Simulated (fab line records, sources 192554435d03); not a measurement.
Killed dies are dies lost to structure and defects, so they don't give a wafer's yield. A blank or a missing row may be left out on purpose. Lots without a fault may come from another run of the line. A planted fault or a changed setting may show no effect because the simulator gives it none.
Chamber matching | flow n5_finfet | N5_FIN_SAQP_HM_OPEN_73 on rie_diel-01: 4 sister chambers
The step chemistry CHF3/O2, target SiO2, stops on a-Si, target depth 12 nm, time 16.8 s. 8 wafers are shown with their chamber, then 10 later ones without.

WAFERS WITH THEIR CHAMBER
wafer  | chamber | showerhead_plenum_p_Torr (Torr) | throttle_valve_pct (%)
L080.5 | 3       | 2.50                            | 18.48
L089.4 | 0       | 2.47                            | 18.86
L089.6 | 1       | 2.33                            | 19.08
L090.2 | 1       | 2.33                            | 19.08
L090.3 | 2       | 2.46                            | 18.53
L090.6 | 2       | 2.46                            | 18.53
L091.1 | 3       | 2.49                            | 18.54
L091.3 | 0       | 2.47                            | 18.89

WAFERS WITHOUT THEIR CHAMBER
wafer  | showerhead_plenum_p_Torr (Torr) | throttle_valve_pct (%)
L091.6 | 2.33                            | 19.08
L092.1 | 2.47                            | 18.87
L092.4 | 2.33                            | 19.09
L092.5 | 2.46                            | 18.54
L093.2 | 2.45                            | 18.53
L093.3 | 2.33                            | 19.08
L093.6 | 2.47                            | 18.88
L097.2 | 2.45                            | 18.56
L097.3 | 2.46                            | 18.90
L097.5 | 2.46                            | 18.91

WHICH CHAMBER EACH WENT THROUGH
wafer  | from the rows above | in truth
L091.6 | 1                   | 1
L092.1 | 0                   | 0
L092.4 | 1                   | 1
L092.5 | 2                   | 2
L093.2 | 2                   | 2
L093.3 | 1                   | 1
L093.6 | 0                   | 0
L097.2 | 2                   | 2
L097.3 | 0                   | 0
L097.5 | 0                   | 0
Placed correctly: 10 of 10. Can't be placed from these rows: 0. Placed wrongly: 0.
How it was worked out, from the rows above alone: a wafer's distance from a chamber is the root of the sum, over the readings, of the square of ((its reading less the chamber's mean) divided by the reading's scatter). The wafer belongs to the nearest chamber; if the next one is less than 2 further off, it can't be placed. A chamber's mean is the mean of its shown wafers. The scatter: the root of (the sum of the squares of (reading less its chamber's mean) over the shown wafers, divided by (wafers less chambers)).
